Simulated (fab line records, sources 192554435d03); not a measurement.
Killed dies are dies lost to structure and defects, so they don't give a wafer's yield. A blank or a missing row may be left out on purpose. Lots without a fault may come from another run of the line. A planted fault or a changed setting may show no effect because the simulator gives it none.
Which tool did it? | flow n5_finfet | 12 lots, 36 wafers sampled, at 3 steps of a route of 1938

WHAT THE GAUGES READ, wafer by wafer
N5_FIN_SAQP_OVL_MEAS_17.
lot  | measured    | on         | FIN_CORE_OVL (nm)
L075 | day 2 04:32 | overlay-02 | -0.1 0.9 -0.1
L077 | day 2 15:30 | overlay-02 | 0.2 -1.2 -2.5
L079 | day 3 03:40 | overlay-02 | -0.4 0.1 0.5
L081 | day 3 16:07 | overlay-01 | -1.4 -0.3 -0.9
L083 | day 4 05:29 | overlay-02 | 0.1 -0.3 0.0
L085 | day 4 16:28 | overlay-01 | 0.8 -0.1 0.6
L087 | day 5 05:16 | overlay-02 | -1.4 0.2 -1.0
L089 | day 5 16:07 | overlay-02 | -1.4 -1.8 -0.9
L091 | day 6 04:28 | overlay-02 | -0.8 -0.6 -1.1
L093 | day 6 15:47 | overlay-01 | 0.4 -0.1 0.1
L095 | day 7 04:45 | overlay-02 | 1.9 2.3 2.0
L097 | day 7 15:48 | overlay-01 | -1.2 0.0 -0.7

WHICH TOOL RAN EACH LOT (tool, then ch and the chambers of the sampled wafers, then the start)
lot  | N5_FIN_SAQP_PECVD_48           | N5_FIN_SAQP_HM_DEP_72
L075 | pecvd-04 ch 0,2, day 2 03:49   | pecvd-02 ch 0,1, day 2 04:01
L077 | pecvd-03 ch 1,2, day 2 14:57   | pecvd-02 ch 0,1, day 2 15:07
L079 | pecvd-04 ch 0,1,2, day 3 03:08 | pecvd-03 ch 0,2, day 3 03:19
L081 | pecvd-03 ch 1,2, day 3 15:27   | pecvd-03 ch 0,2, day 3 15:37
L083 | pecvd-02 ch 1, day 4 04:47     | pecvd-04 ch 0,2, day 4 05:00
L085 | pecvd-04 ch 0,1,2, day 4 15:57 | pecvd-03 ch 0,1,2, day 4 16:07
L087 | pecvd-02 ch 0,1,2, day 5 04:37 | pecvd-04 ch 0,1,2, day 5 04:47
L089 | pecvd-02 ch 1,2, day 5 15:28   | pecvd-04 ch 0,1, day 5 15:38
L091 | pecvd-03 ch 0,1,2, day 6 03:56 | pecvd-03 ch 1,2, day 6 04:06
L093 | pecvd-02 ch 0,1,2, day 6 15:08 | pecvd-03 ch 1,2, day 6 15:18
L095 | pecvd-03 ch 0,1, day 7 04:05   | pecvd-04 ch 0,2, day 7 04:16
L097 | pecvd-02 ch 0,2, day 7 15:09   | pecvd-02 ch 0,1, day 7 15:19
- N5_FIN_SAQP_PECVD_48: deposits SiNx from SiH4/NH3/N2, target thk 25 nm, time 22.1 s.
- N5_FIN_SAQP_HM_DEP_72: deposits SiO2 from SiH4/N2O, target thk 12 nm, time 7.2 s.

THE ANSWER, worked out from the rows above alone
Rule: what is usual is taken from the lots themselves. Put in order of their means at a reading, lots are off if they are a third of the lots or fewer, leave a main group of 4 or more, and stand apart from it by a gap of 3 or more times the standard deviation of the main group's means; of several such gaps the widest counts. A main group whose means are all the same, to the digits that the tables above print for the reading, isn't used. A lot without any number at a reading at which 4 lots or more have one is off too. The other lots that the step has rows for count as sound.
No lot is off at any reading shown: from this, nothing can be told.

WHAT THE SIMULATOR HAD PUT IN
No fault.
